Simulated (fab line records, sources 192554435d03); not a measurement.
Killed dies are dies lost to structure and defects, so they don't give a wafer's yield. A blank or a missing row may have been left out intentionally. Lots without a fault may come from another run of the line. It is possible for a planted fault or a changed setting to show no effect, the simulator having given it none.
fab line records || flow n5_finfet || part 2 of 2: steps 22 to 29 of 29
[record] {"lots": 5, "wafers": 15, "last_day": 21}
route steps=1938 shown BEOL_M0_SAQP@684 BEOL_M0_CUTY@701
lots that met no fault: taken from a fault-free run of the same line
start_h: start of the lot's first displayed wafer, in hours after the record's first day || wait_h: how many hours have passed since the lot's step before this one || " same as the row above || L1.1+2: a row that stands for several wafers || - no value, or no start given || * or withheld: withheld || < > ~ a bound
route shown NAME@n: names a module that has steps shown in the file, with the first one's number in the route || usual: the fault-free wafers' mean and standard deviation || same: alike in all rows || chamber/n: place in a boat || sites: the reading at each site || _std_site: how widely they spread, as a standard deviation || _edge_site: mean of outer sites minus mean of inner sites || radius_mm: for every site, how far away it sits from the centre of the wafer || mask NAME#n: copy n || behind: the last tool/chamber to shape the wafer || hold: what put the lot on hold/how long, in hours/how the hold closed || device: the n, p or np transistor that did not switch || end of line: tests run on the same wafers once the route is complete || where a step has no rows: the recipe by itself || killed: dies lost to structure and defects at the first sort, not the wafer's yield || map: a wafer's dies, x killed, . not, _ none there
set.NAME: the setting that was run; set.NAME@STEP: the one run at that earlier step || model.NAME: the simulator's own value behind a step, which no gauge read
a table for each step, a row for each wafer; lots at some steps of the route
services: a tool's chamber out of use, with start hour (start_h, from the record's first day; less than 0 if before it), hours out, and reason
[[steps]]
[step N5_BEOL_M0_CUTY_EXPOSE_54]
[recipe] {"mask_id": "M0_ABLK", "na": 1.35, "source_shape": "conventional", "sigma_outer": 0.8, "polarization": "unpolarized", "dose_mj": 36}
[usual] {"stage_vel_mm_s": "499.93/0.24"}
{"lot.wafer": "L077.1", "tool": "arfi_scanner-01", "chamber": 0, "start_h": 132.46, "wait_h": "-", "mask": "M0_ABLK#0", "stage_vel_mm_s": 499.87}
{"lot.wafer": "L077.2", "tool": "arfi_scanner-01", "chamber": 0, "start_h": 132.46, "wait_h": "-", "mask": "M0_ABLK#0", "stage_vel_mm_s": 499.84}
{"lot.wafer": "L077.4", "tool": "arfi_scanner-01", "chamber": 0, "start_h": 132.46, "wait_h": "-", "mask": "M0_ABLK#0", "stage_vel_mm_s": 500.14}
{"lot.wafer": "L081.3", "tool": "arfi_scanner-01", "chamber": 0, "start_h": 164.32, "wait_h": "-", "mask": "M0_ABLK#0", "stage_vel_mm_s": 499.44}
{"lot.wafer": "L081.4", "tool": "arfi_scanner-01", "chamber": 0, "start_h": 164.32, "wait_h": "-", "mask": "M0_ABLK#0", "stage_vel_mm_s": 500.13}
{"lot.wafer": "L081.6", "tool": "arfi_scanner-01", "chamber": 0, "start_h": 164.32, "wait_h": "-", "mask": "M0_ABLK#0", "stage_vel_mm_s": 499.97}
{"lot.wafer": "L084.1", "tool": "arfi_scanner-02", "chamber": 0, "start_h": 176.42, "wait_h": "-", "mask": "M0_ABLK#0", "stage_vel_mm_s": 499.57}
{"lot.wafer": "L084.3", "tool": "arfi_scanner-02", "chamber": 0, "start_h": 176.42, "wait_h": "-", "mask": "M0_ABLK#0", "stage_vel_mm_s": 499.75}
{"lot.wafer": "L084.6", "tool": "arfi_scanner-02", "chamber": 0, "start_h": 176.42, "wait_h": "-", "mask": "M0_ABLK#0", "stage_vel_mm_s": 499.71}
{"lot.wafer": "L093.2", "tool": "arfi_scanner-02", "chamber": 0, "start_h": 226.41, "wait_h": "-", "mask": "M0_ABLK#0", "stage_vel_mm_s": 499.77}
{"lot.wafer": "L093.3", "tool": "arfi_scanner-02", "chamber": 0, "start_h": 226.41, "wait_h": "-", "mask": "M0_ABLK#0", "stage_vel_mm_s": 499.55}
{"lot.wafer": "L093.4", "tool": "arfi_scanner-02", "chamber": 0, "start_h": 226.41, "wait_h": "-", "mask": "M0_ABLK#0", "stage_vel_mm_s": 499.75}
{"lot.wafer": "L095.1", "tool": "arfi_scanner-03", "chamber": 0, "start_h": 241.80, "wait_h": "-", "mask": "M0_ABLK#0", "stage_vel_mm_s": 500.19}
{"lot.wafer": "L095.4", "tool": "arfi_scanner-03", "chamber": 0, "start_h": 241.80, "wait_h": "-", "mask": "M0_ABLK#0", "stage_vel_mm_s": 500.56}
{"lot.wafer": "L095.6", "tool": "arfi_scanner-03", "chamber": 0, "start_h": 241.80, "wait_h": "-", "mask": "M0_ABLK#0", "stage_vel_mm_s": 500.16}
[step N5_BEOL_M0_CUTY_PEB_55]
[recipe] {"peb_temp_c": 110, "peb_time_s": 60, "resist": "CAR-ArF-block"}
[usual] {"plate_temp_C": "110.01/0.14"}
{"lot.wafer": "L077.1", "tool": "litho_track-02", "chamber": 0, "start_h": 132.52, "wait_h": 0.1, "plate_temp_C": 110.06}
{"lot.wafer": "L077.2", "tool": "litho_track-02", "chamber": 0, "start_h": 132.52, "wait_h": 0.1, "plate_temp_C": 109.96}
{"lot.wafer": "L077.4", "tool": "litho_track-02", "chamber": 0, "start_h": 132.52, "wait_h": 0.1, "plate_temp_C": 110.15}
{"lot.wafer": "L081.3", "tool": "litho_track-03", "chamber": 0, "start_h": 164.37, "wait_h": 0.0, "plate_temp_C": 109.59}
{"lot.wafer": "L081.4", "tool": "litho_track-03", "chamber": 0, "start_h": 164.37, "wait_h": 0.0, "plate_temp_C": 109.71}
{"lot.wafer": "L081.6", "tool": "litho_track-03", "chamber": 0, "start_h": 164.37, "wait_h": 0.0, "plate_temp_C": 109.77}
{"lot.wafer": "L084.1", "tool": "litho_track-01", "chamber": 0, "start_h": 176.48, "wait_h": 0.1, "plate_temp_C": 110.09}
{"lot.wafer": "L084.3", "tool": "litho_track-01", "chamber": 0, "start_h": 176.48, "wait_h": 0.1, "plate_temp_C": 109.99}
{"lot.wafer": "L084.6", "tool": "litho_track-01", "chamber": 0, "start_h": 176.48, "wait_h": 0.1, "plate_temp_C": 110.07}
{"lot.wafer": "L093.2", "tool": "litho_track-01", "chamber": 0, "start_h": 226.46, "wait_h": 0.0, "plate_temp_C": 110.10}
{"lot.wafer": "L093.3", "tool": "litho_track-01", "chamber": 0, "start_h": 226.46, "wait_h": 0.0, "plate_temp_C": 110.11}
{"lot.wafer": "L093.4", "tool": "litho_track-01", "chamber": 0, "start_h": 226.46, "wait_h": 0.0, "plate_temp_C": 110.02}
{"lot.wafer": "L095.1", "tool": "litho_track-01", "chamber": 0, "start_h": 241.85, "wait_h": 0.1, "plate_temp_C": 110.06}
{"lot.wafer": "L095.4", "tool": "litho_track-01", "chamber": 0, "start_h": 241.85, "wait_h": 0.1, "plate_temp_C": 110.01}
{"lot.wafer": "L095.6", "tool": "litho_track-01", "chamber": 0, "start_h": 241.85, "wait_h": 0.1, "plate_temp_C": 110.02}
[step N5_BEOL_M0_CUTY_DEVELOP_56]
[recipe] {"develop_time_s": 30, "developer": "TMAH", "resist": "CAR-ArF-block", "rinse_liquid": "diw", "dry": "air_spin", "dev_temp_c": 23}
[same] {"develop_time_s": 30}
{"lot.wafer": "L077.1+2+4", "tool": "litho_track-02", "chamber": 0, "start_h": "-", "wait_h": "-"}
{"lot.wafer": "L081.3+4+6", "tool": "litho_track-03", "chamber": 0, "start_h": "-", "wait_h": "-"}
{"lot.wafer": "L084.1+3+6", "tool": "litho_track-01", "chamber": 0, "start_h": "-", "wait_h": "-"}
{"lot.wafer": "L093.2+3+4", "tool": "litho_track-01", "chamber": 0, "start_h": "-", "wait_h": "-"}
{"lot.wafer": "L095.1+4+6", "tool": "litho_track-01", "chamber": 0, "start_h": "-", "wait_h": "-"}
[step N5_BEOL_M0_CUTY_CD_MEAS_57]
[recipe] {"target_cd_nm": 200, "landing_energy_ev": 500, "detector": "se_inlens", "polarity": "line"}
[usual] {"cd_nm": "200.4/1.1"}
{"lot.wafer": "L077.1", "tool": "cd_sem-02", "chamber": 0, "start_h": 132.59, "wait_h": "-", "cd_nm": 198.0}
{"lot.wafer": "L077.2", "tool": "cd_sem-02", "chamber": 0, "start_h": 132.59, "wait_h": "-", "cd_nm": 199.1}
{"lot.wafer": "L077.4", "tool": "cd_sem-02", "chamber": 0, "start_h": 132.59, "wait_h": "-", "cd_nm": 198.5}
{"lot.wafer": "L081.3", "tool": "cd_sem-03", "chamber": 0, "start_h": 164.44, "wait_h": "-", "cd_nm": 200.7}
{"lot.wafer": "L081.4", "tool": "cd_sem-03", "chamber": 0, "start_h": 164.44, "wait_h": "-", "cd_nm": 199.7}
{"lot.wafer": "L081.6", "tool": "cd_sem-03", "chamber": 0, "start_h": 164.44, "wait_h": "-", "cd_nm": 200.1}
{"lot.wafer": "L084.1", "tool": "cd_sem-03", "chamber": 0, "start_h": 176.55, "wait_h": "-", "cd_nm": 201.0}
{"lot.wafer": "L084.3", "tool": "cd_sem-03", "chamber": 0, "start_h": 176.55, "wait_h": "-", "cd_nm": 200.5}
{"lot.wafer": "L084.6", "tool": "cd_sem-03", "chamber": 0, "start_h": 176.55, "wait_h": "-", "cd_nm": 200.7}
{"lot.wafer": "L093.2", "tool": "cd_sem-02", "chamber": 0, "start_h": 226.53, "wait_h": "-", "cd_nm": 198.1}
{"lot.wafer": "L093.3", "tool": "cd_sem-02", "chamber": 0, "start_h": 226.53, "wait_h": "-", "cd_nm": 199.0}
{"lot.wafer": "L093.4", "tool": "cd_sem-02", "chamber": 0, "start_h": 226.53, "wait_h": "-", "cd_nm": 200.2}
{"lot.wafer": "L095.1", "tool": "cd_sem-01", "chamber": 0, "start_h": 241.92, "wait_h": "-", "cd_nm": 201.6}
{"lot.wafer": "L095.4", "tool": "cd_sem-01", "chamber": 0, "start_h": 241.92, "wait_h": "-", "cd_nm": 200.8}
{"lot.wafer": "L095.6", "tool": "cd_sem-01", "chamber": 0, "start_h": 241.92, "wait_h": "-", "cd_nm": 202.0}
[step N5_BEOL_M0_CUTY_OVL_MEAS_58]
[recipe] {"points_per_wafer": 44}
[usual] {"M0_ABLK_OVL": "-0.4/0.69"}
{"lot.wafer": "L077.1", "tool": "overlay-01", "chamber": 0, "start_h": 132.63, "wait_h": 0.0, "M0_ABLK_OVL[nm]": -0.4}
{"lot.wafer": "L077.2", "tool": "overlay-01", "chamber": 0, "start_h": 132.63, "wait_h": 0.0, "M0_ABLK_OVL[nm]": -0.5}
{"lot.wafer": "L077.4", "tool": "overlay-01", "chamber": 0, "start_h": 132.63, "wait_h": 0.0, "M0_ABLK_OVL[nm]": 0.8}
{"lot.wafer": "L081.3", "tool": "overlay-01", "chamber": 0, "start_h": 164.47, "wait_h": 0.0, "M0_ABLK_OVL[nm]": 0.1}
{"lot.wafer": "L081.4", "tool": "overlay-01", "chamber": 0, "start_h": 164.47, "wait_h": 0.0, "M0_ABLK_OVL[nm]": 0.1}
{"lot.wafer": "L081.6", "tool": "overlay-01", "chamber": 0, "start_h": 164.47, "wait_h": 0.0, "M0_ABLK_OVL[nm]": -0.2}
{"lot.wafer": "L084.1", "tool": "overlay-01", "chamber": 0, "start_h": 176.58, "wait_h": 0.0, "M0_ABLK_OVL[nm]": -0.7}
{"lot.wafer": "L084.3", "tool": "overlay-01", "chamber": 0, "start_h": 176.58, "wait_h": 0.0, "M0_ABLK_OVL[nm]": -1.0}
{"lot.wafer": "L084.6", "tool": "overlay-01", "chamber": 0, "start_h": 176.58, "wait_h": 0.0, "M0_ABLK_OVL[nm]": -1.0}
{"lot.wafer": "L093.2", "tool": "overlay-01", "chamber": 0, "start_h": 226.56, "wait_h": 0.0, "M0_ABLK_OVL[nm]": -0.9}
{"lot.wafer": "L093.3", "tool": "overlay-01", "chamber": 0, "start_h": 226.56, "wait_h": 0.0, "M0_ABLK_OVL[nm]": -1.3}
{"lot.wafer": "L093.4", "tool": "overlay-01", "chamber": 0, "start_h": 226.56, "wait_h": 0.0, "M0_ABLK_OVL[nm]": 0.1}
{"lot.wafer": "L095.1", "tool": "overlay-01", "chamber": 0, "start_h": 241.95, "wait_h": 0.0, "M0_ABLK_OVL[nm]": 0.2}
{"lot.wafer": "L095.4", "tool": "overlay-01", "chamber": 0, "start_h": 241.95, "wait_h": 0.0, "M0_ABLK_OVL[nm]": -0.6}
{"lot.wafer": "L095.6", "tool": "overlay-01", "chamber": 0, "start_h": 241.95, "wait_h": 0.0, "M0_ABLK_OVL[nm]": -1.0}
[step N5_BEOL_M0_CUTY_INSPECT_59]
[recipe] {"mode": "adi", "inspect_instrument": "macro"}
[usual] {"raw_defect_count": "2.1/1.3"}
{"lot.wafer": "L077.1", "tool": "defect_inspect-01", "chamber": "-", "start_h": 132.65, "wait_h": 0.0, "raw_defect_count": 4}
{"lot.wafer": "L077.2", "tool": "defect_inspect-01", "chamber": "-", "start_h": 132.65, "wait_h": 0.0, "raw_defect_count": 0}
{"lot.wafer": "L077.4", "tool": "defect_inspect-01", "chamber": "-", "start_h": 132.65, "wait_h": 0.0, "raw_defect_count": 2}
{"lot.wafer": "L081.3", "tool": "defect_inspect-02", "chamber": "-", "start_h": 164.49, "wait_h": 0.0, "raw_defect_count": 3}
{"lot.wafer": "L081.4", "tool": "defect_inspect-02", "chamber": "-", "start_h": 164.49, "wait_h": 0.0, "raw_defect_count": 2}
{"lot.wafer": "L081.6", "tool": "defect_inspect-02", "chamber": "-", "start_h": 164.49, "wait_h": 0.0, "raw_defect_count": 1}
{"lot.wafer": "L084.1", "tool": "defect_inspect-01", "chamber": "-", "start_h": 176.60, "wait_h": 0.0, "raw_defect_count": 2}
{"lot.wafer": "L084.3", "tool": "defect_inspect-01", "chamber": "-", "start_h": 176.60, "wait_h": 0.0, "raw_defect_count": 1}
{"lot.wafer": "L084.6", "tool": "defect_inspect-01", "chamber": "-", "start_h": 176.60, "wait_h": 0.0, "raw_defect_count": 2}
{"lot.wafer": "L093.2", "tool": "defect_inspect-01", "chamber": "-", "start_h": 226.58, "wait_h": 0.0, "raw_defect_count": 1}
{"lot.wafer": "L093.3", "tool": "defect_inspect-01", "chamber": "-", "start_h": 226.58, "wait_h": 0.0, "raw_defect_count": 0}
{"lot.wafer": "L093.4", "tool": "defect_inspect-01", "chamber": "-", "start_h": 226.58, "wait_h": 0.0, "raw_defect_count": 4}
{"lot.wafer": "L095.1", "tool": "defect_inspect-02", "chamber": "-", "start_h": 241.97, "wait_h": 0.0, "raw_defect_count": 2}
{"lot.wafer": "L095.4", "tool": "defect_inspect-02", "chamber": "-", "start_h": 241.97, "wait_h": 0.0, "raw_defect_count": 1}
{"lot.wafer": "L095.6", "tool": "defect_inspect-02", "chamber": "-", "start_h": 241.97, "wait_h": 0.0, "raw_defect_count": 2}
[step N5_BEOL_M0_CUTY_DESCUM_61]
[recipe] {"chemistry": "O2", "time_s": 7.9, "source_power_w": 50, "bias_power_w": 20, "pressure_mtorr": 20, "rf_frequency_hz": 2.712e+07, "temp_c": 40, "resist": "CAR-ArF-block", "o2_flow_sccm": 225}
[usual] {"drypump_motor_current_A": "5.6/0.5", "oes_product_au": "0.77/0.083", "rf_vpp_V": "243.1/1.1", "showerhead_plenum_p_Torr": "2.09/0.057", "throttle_valve_pct": "20.23/0.21"}
[same] {"time_s": 7.9}
{"lot.wafer": "L077.1", "tool": "rie_diel-04", "chamber": 2, "start_h": 132.68, "wait_h": 0.0, "drypump_motor_current_A": 4.9, "oes_product_au": 0.76, "rf_hours_counter_h": 128, "rf_vpp_V": 243.5, "showerhead_plenum_p_Torr": 2.08, "throttle_valve_pct": 19.88}
{"lot.wafer": "L077.2", "tool": "rie_diel-04", "chamber": 3, "start_h": 132.68, "wait_h": 0.0, "drypump_motor_current_A": 6.5, "oes_product_au": 0.72, "rf_hours_counter_h": 195, "rf_vpp_V": 242.7, "showerhead_plenum_p_Torr": 2.18, "throttle_valve_pct": 20.27}
{"lot.wafer": "L077.4", "tool": "rie_diel-04", "chamber": 2, "start_h": 132.68, "wait_h": 0.0, "drypump_motor_current_A": 4.9, "oes_product_au": 0.75, "rf_hours_counter_h": "-", "rf_vpp_V": 243.6, "showerhead_plenum_p_Torr": 2.08, "throttle_valve_pct": 19.88}
{"lot.wafer": "L081.3", "tool": "rie_diel-01", "chamber": 3, "start_h": 164.53, "wait_h": 0.0, "drypump_motor_current_A": 5.6, "oes_product_au": 0.86, "rf_hours_counter_h": 52, "rf_vpp_V": 242.8, "showerhead_plenum_p_Torr": 2.04, "throttle_valve_pct": 20.00}
{"lot.wafer": "L081.4", "tool": "rie_diel-01", "chamber": 2, "start_h": 164.53, "wait_h": 0.0, "drypump_motor_current_A": 5.2, "oes_product_au": 0.69, "rf_hours_counter_h": 225, "rf_vpp_V": 241.4, "showerhead_plenum_p_Torr": 2.00, "throttle_valve_pct": 20.35}
{"lot.wafer": "L081.6", "tool": "rie_diel-01", "chamber": 0, "start_h": 164.53, "wait_h": 0.0, "drypump_motor_current_A": 5.5, "oes_product_au": 0.73, "rf_hours_counter_h": "-", "rf_vpp_V": 242.8, "showerhead_plenum_p_Torr": 2.09, "throttle_valve_pct": 20.51}
{"lot.wafer": "L084.1", "tool": "rie_diel-04", "chamber": 0, "start_h": 176.64, "wait_h": 0.0, "drypump_motor_current_A": 5.8, "oes_product_au": 0.68, "rf_hours_counter_h": 224, "rf_vpp_V": 242.1, "showerhead_plenum_p_Torr": 2.07, "throttle_valve_pct": 20.25}
{"lot.wafer": "L084.3", "tool": "rie_diel-04", "chamber": 1, "start_h": 176.64, "wait_h": 0.0, "drypump_motor_current_A": 6.4, "oes_product_au": 0.89, "rf_hours_counter_h": 31, "rf_vpp_V": 243.5, "showerhead_plenum_p_Torr": 2.11, "throttle_valve_pct": 20.27}
{"lot.wafer": "L084.6", "tool": "rie_diel-04", "chamber": 1, "start_h": 176.64, "wait_h": 0.0, "drypump_motor_current_A": 6.4, "oes_product_au": 0.89, "rf_hours_counter_h": "-", "rf_vpp_V": 244.1, "showerhead_plenum_p_Torr": 2.11, "throttle_valve_pct": 20.29}
{"lot.wafer": "L093.2", "tool": "rie_diel-04", "chamber": 1, "start_h": 226.91, "wait_h": 0.3, "drypump_motor_current_A": 6.3, "oes_product_au": 0.87, "rf_hours_counter_h": 45, "rf_vpp_V": 244.5, "showerhead_plenum_p_Torr": 2.11, "throttle_valve_pct": 20.28}
{"lot.wafer": "L093.3", "tool": "rie_diel-04", "chamber": 3, "start_h": 226.91, "wait_h": 0.3, "drypump_motor_current_A": 6.6, "oes_product_au": 0.71, "rf_hours_counter_h": 219, "rf_vpp_V": 243.8, "showerhead_plenum_p_Torr": 2.17, "throttle_valve_pct": 20.32}
{"lot.wafer": "L093.4", "tool": "rie_diel-04", "chamber": 0, "start_h": 226.91, "wait_h": 0.3, "drypump_motor_current_A": 5.7, "oes_product_au": 0.66, "rf_hours_counter_h": 241, "rf_vpp_V": 242.2, "showerhead_plenum_p_Torr": 2.06, "throttle_valve_pct": 20.27}
{"lot.wafer": "L095.1", "tool": "rie_diel-04", "chamber": 1, "start_h": 242.01, "wait_h": 0.0, "drypump_motor_current_A": 6.4, "oes_product_au": 0.85, "rf_hours_counter_h": 51, "rf_vpp_V": 244.1, "showerhead_plenum_p_Torr": 2.10, "throttle_valve_pct": 20.30}
{"lot.wafer": "L095.4", "tool": "rie_diel-04", "chamber": 0, "start_h": 242.01, "wait_h": 0.0, "drypump_motor_current_A": 5.7, "oes_product_au": 0.66, "rf_hours_counter_h": 248, "rf_vpp_V": 243.2, "showerhead_plenum_p_Torr": 2.06, "throttle_valve_pct": 20.30}
{"lot.wafer": "L095.6", "tool": "rie_diel-04", "chamber": 2, "start_h": 242.01, "wait_h": 0.0, "drypump_motor_current_A": 4.9, "oes_product_au": 0.74, "rf_hours_counter_h": "-", "rf_vpp_V": 242.9, "showerhead_plenum_p_Torr": 2.07, "throttle_valve_pct": 19.91}
[step N5_BEOL_M0_CUTY_ETCH_62]
[recipe] {"chemistry": "CF4", "target": "SiARC", "mask_material": "CAR-ArF-block", "time_s": 58.5, "ion_energy_ev": 80, "pressure_mtorr": 40, "source_w": 545, "bias_w": 36, "Ar_flow_sccm": 100, "cf4_flow_sccm": 100, "ends": "cleared"}
[usual] {"drypump_motor_current_A": "5.6/0.5", "etch_rf_on_time_s": "59.0/1.5", "oes_product_au": "0.66/0.069", "rf_vpp_V": "184.0/1.1", "showerhead_plenum_p_Torr": "2.14/0.049", "throttle_valve_pct": "15.47/0.16"}
{"lot.wafer": "L077.1", "tool": "rie_diel-04", "chamber": 2, "start_h": 132.72, "wait_h": 0.0, "drypump_motor_current_A": 4.9, "etch_rf_on_time_s": 62.7, "oes_product_au": 0.63, "rf_hours_counter_h": 128, "rf_vpp_V": 183.5, "showerhead_plenum_p_Torr": 2.14, "throttle_valve_pct": 15.19}
{"lot.wafer": "L077.2", "tool": "rie_diel-04", "chamber": 3, "start_h": 132.72, "wait_h": 0.0, "drypump_motor_current_A": 6.6, "etch_rf_on_time_s": 58.2, "oes_product_au": 0.62, "rf_hours_counter_h": 195, "rf_vpp_V": 184.8, "showerhead_plenum_p_Torr": 2.20, "throttle_valve_pct": 15.46}
{"lot.wafer": "L077.4", "tool": "rie_diel-04", "chamber": 2, "start_h": 132.72, "wait_h": 0.0, "drypump_motor_current_A": 4.9, "etch_rf_on_time_s": 62.7, "oes_product_au": 0.63, "rf_hours_counter_h": "-", "rf_vpp_V": 184.1, "showerhead_plenum_p_Torr": 2.15, "throttle_valve_pct": 15.18}
{"lot.wafer": "L081.3", "tool": "rie_diel-01", "chamber": 3, "start_h": 164.56, "wait_h": 0.0, "drypump_motor_current_A": 5.6, "etch_rf_on_time_s": 57.6, "oes_product_au": 0.74, "rf_hours_counter_h": 52, "rf_vpp_V": 183.9, "showerhead_plenum_p_Torr": 2.10, "throttle_valve_pct": 15.24}
{"lot.wafer": "L081.4", "tool": "rie_diel-01", "chamber": 2, "start_h": 164.56, "wait_h": 0.0, "drypump_motor_current_A": 5.3, "etch_rf_on_time_s": 58.9, "oes_product_au": 0.60, "rf_hours_counter_h": 225, "rf_vpp_V": 182.7, "showerhead_plenum_p_Torr": 2.05, "throttle_valve_pct": 15.55}
{"lot.wafer": "L081.6", "tool": "rie_diel-01", "chamber": 0, "start_h": 164.56, "wait_h": 0.0, "drypump_motor_current_A": 5.5, "etch_rf_on_time_s": 59.9, "oes_product_au": 0.61, "rf_hours_counter_h": "-", "rf_vpp_V": 182.7, "showerhead_plenum_p_Torr": 2.14, "throttle_valve_pct": 15.71}
{"lot.wafer": "L084.1", "tool": "rie_diel-04", "chamber": 0, "start_h": 176.67, "wait_h": 0.0, "drypump_motor_current_A": 5.8, "etch_rf_on_time_s": 59.0, "oes_product_au": 0.58, "rf_hours_counter_h": 224, "rf_vpp_V": 183.8, "showerhead_plenum_p_Torr": 2.13, "throttle_valve_pct": 15.63}
{"lot.wafer": "L084.3", "tool": "rie_diel-04", "chamber": 1, "start_h": 176.67, "wait_h": 0.0, "drypump_motor_current_A": 6.3, "etch_rf_on_time_s": 58.0, "oes_product_au": 0.75, "rf_hours_counter_h": 31, "rf_vpp_V": 185.6, "showerhead_plenum_p_Torr": 2.18, "throttle_valve_pct": 15.54}
{"lot.wafer": "L084.6", "tool": "rie_diel-04", "chamber": 1, "start_h": 176.67, "wait_h": 0.0, "drypump_motor_current_A": 6.3, "etch_rf_on_time_s": 57.7, "oes_product_au": 0.76, "rf_hours_counter_h": "-", "rf_vpp_V": 184.3, "showerhead_plenum_p_Torr": 2.18, "throttle_valve_pct": 15.53}
{"lot.wafer": "L093.2", "tool": "rie_diel-04", "chamber": 1, "start_h": 226.95, "wait_h": 0.0, "drypump_motor_current_A": 6.4, "etch_rf_on_time_s": 58.2, "oes_product_au": 0.74, "rf_hours_counter_h": 45, "rf_vpp_V": 185.3, "showerhead_plenum_p_Torr": 2.17, "throttle_valve_pct": 15.57}
{"lot.wafer": "L093.3", "tool": "rie_diel-04", "chamber": 3, "start_h": 226.95, "wait_h": 0.0, "drypump_motor_current_A": 6.6, "etch_rf_on_time_s": 58.3, "oes_product_au": 0.60, "rf_hours_counter_h": 219, "rf_vpp_V": 184.2, "showerhead_plenum_p_Torr": 2.20, "throttle_valve_pct": 15.50}
{"lot.wafer": "L093.4", "tool": "rie_diel-04", "chamber": 0, "start_h": 226.95, "wait_h": 0.0, "drypump_motor_current_A": 5.7, "etch_rf_on_time_s": 59.7, "oes_product_au": 0.57, "rf_hours_counter_h": 241, "rf_vpp_V": 183.9, "showerhead_plenum_p_Torr": 2.12, "throttle_valve_pct": 15.68}
{"lot.wafer": "L095.1", "tool": "rie_diel-04", "chamber": 1, "start_h": 242.04, "wait_h": 0.0, "drypump_motor_current_A": 6.4, "etch_rf_on_time_s": 57.8, "oes_product_au": 0.73, "rf_hours_counter_h": 51, "rf_vpp_V": 182.5, "showerhead_plenum_p_Torr": 2.17, "throttle_valve_pct": 15.59}
{"lot.wafer": "L095.4", "tool": "rie_diel-04", "chamber": 0, "start_h": 242.04, "wait_h": 0.0, "drypump_motor_current_A": 5.7, "etch_rf_on_time_s": 59.8, "oes_product_au": 0.57, "rf_hours_counter_h": 248, "rf_vpp_V": 182.4, "showerhead_plenum_p_Torr": 2.12, "throttle_valve_pct": 15.67}
{"lot.wafer": "L095.6", "tool": "rie_diel-04", "chamber": 2, "start_h": 242.04, "wait_h": 0.0, "drypump_motor_current_A": 4.9, "etch_rf_on_time_s": 62.7, "oes_product_au": 0.61, "rf_hours_counter_h": "-", "rf_vpp_V": 184.0, "showerhead_plenum_p_Torr": 2.13, "throttle_valve_pct": 15.27}
[[services]]
{"tool": "rie_diel-01", "chamber": 1, "start_h": 110.94, "hours": 3.2, "kind": "repair"}
{"tool": "arfi_scanner-02", "chamber": "-", "start_h": 111.06, "hours": 3.1, "kind": "pm"}
{"tool": "euv_scanner-01", "chamber": "-", "start_h": 114.07, "hours": 1.0, "kind": "pm"}
{"tool": "arfi_scanner-02", "chamber": "-", "start_h": 114.83, "hours": 1.4, "kind": "repair"}
{"tool": "euv_scanner-02", "chamber": "-", "start_h": 115.08, "hours": 4.6, "kind": "pm"}
{"tool": "rie_diel-01", "chamber": "-", "start_h": 123.84, "hours": 1.0, "kind": "repair"}
{"tool": "rie_diel-02", "chamber": 1, "start_h": 124.87, "hours": 2.3, "kind": "repair"}
{"tool": "euv_scanner-02", "chamber": "-", "start_h": 125.12, "hours": 1.0, "kind": "pm"}
{"tool": "rie_diel-04", "chamber": 0, "start_h": 130.04, "hours": 8.7, "kind": "repair"}
{"tool": "arfi_scanner-02", "chamber": "-", "start_h": 133.67, "hours": 1.0, "kind": "pm"}
{"tool": "ald_sin-04", "chamber": 2, "start_h": 143.47, "hours": 6.2, "kind": "repair"}
{"tool": "euv_scanner-02", "chamber": "-", "start_h": 143.79, "hours": 2.2, "kind": "repair"}
{"tool": "arfi_scanner-01", "chamber": "-", "start_h": 146.30, "hours": 0.8, "kind": "pm"}
{"tool": "rie_diel-01", "chamber": "-", "start_h": 147.93, "hours": 0.5, "kind": "repair"}
{"tool": "arfi_scanner-01", "chamber": "-", "start_h": 148.26, "hours": 3.3, "kind": "repair"}
{"tool": "arfi_scanner-02", "chamber": "-", "start_h": 157.09, "hours": 0.9, "kind": "repair"}
{"tool": "euv_scanner-02", "chamber": "-", "start_h": 161.40, "hours": 1.0, "kind": "repair"}
{"tool": "euv_scanner-02", "chamber": "-", "start_h": 186.48, "hours": 1.0, "kind": "pm"}
{"tool": "euv_scanner-02", "chamber": "-", "start_h": 199.78, "hours": 0.5, "kind": "repair"}
{"tool": "euv_scanner-02", "chamber": "-", "start_h": 203.09, "hours": 5.8, "kind": "pm"}
{"tool": "rie_diel-02", "chamber": 1, "start_h": 203.70, "hours": 9.6, "kind": "repair"}
{"tool": "rie_diel-04", "chamber": 3, "start_h": 206.48, "hours": 9.8, "kind": "repair"}
{"tool": "rie_diel-02", "chamber": 0, "start_h": 216.37, "hours": 5.1, "kind": "repair"}
{"tool": "euv_scanner-02", "chamber": "-", "start_h": 237.42, "hours": 1.0, "kind": "pm"}
